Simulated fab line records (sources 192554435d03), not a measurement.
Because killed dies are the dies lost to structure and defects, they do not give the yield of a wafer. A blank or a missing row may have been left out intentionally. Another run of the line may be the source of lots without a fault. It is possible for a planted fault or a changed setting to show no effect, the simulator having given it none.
Matching of chambers -- flow n5 finfet -- rie diel-04 running N5_BEOL_M2_ETCH_63: 4 sister chambers
The step etches SiARC in CF4, target depth 15.6 nm, time 26 s. 8 wafers are shown with their chamber, then 11 later ones without.

WAFERS WITH THEIR CHAMBER
wafer,chamber,drypump motor current A (A),etch rf on time s (s)
L083.3,1,5.8,26.7
L083.4,3,5.6,26.0
L082.2,1,5.8,27.0
L082.5,3,5.7,26.2
L087.3,2,4.7,25.1
L087.4,0,5.5,24.7
L087.6,0,5.5,24.2
L089.1,2,4.7,25.0

WAFERS WITHOUT THEIR CHAMBER
wafer,drypump motor current A (A),etch rf on time s (s)
L089.2,5.6,25.6
L089.6,5.6,25.6
L092.1,5.7,26.3
L092.3,4.7,25.5
L092.4,4.7,25.5
L095.4,5.6,24.3
L095.5,5.8,26.9
L095.6,5.5,24.4
L096.3,5.8,26.8
L096.5,5.7,25.8
L096.6,4.8,25.3

EACH ONE'S CHAMBER
wafer,from the rows above,in truth
L089.2,3,3
L089.6,3,3
L092.1,3,3
L092.3,2,2
L092.4,2,2
L095.4,0,0
L095.5,1,1
L095.6,0,0
L096.3,1,1
L096.5,3,3
L096.6,2,2
11 of 11 placed correctly. From these rows, 0 cannot be placed. Number placed wrongly: 0.
How it was worked out, from the rows above alone: a wafer's distance from a chamber is the root of the sum, over the readings, of the square of ((its reading less the chamber's mean) divided by the reading's scatter). The wafer belongs to the nearest chamber; if the next one is less than 2 further off, it can't be placed. For every chamber, the mean is computed from those of its wafers that are shown. The scatter is the square root of a quotient: the sum, over the shown wafers, of each reading's squared deviation from its chamber's mean, divided by wafers minus chambers.
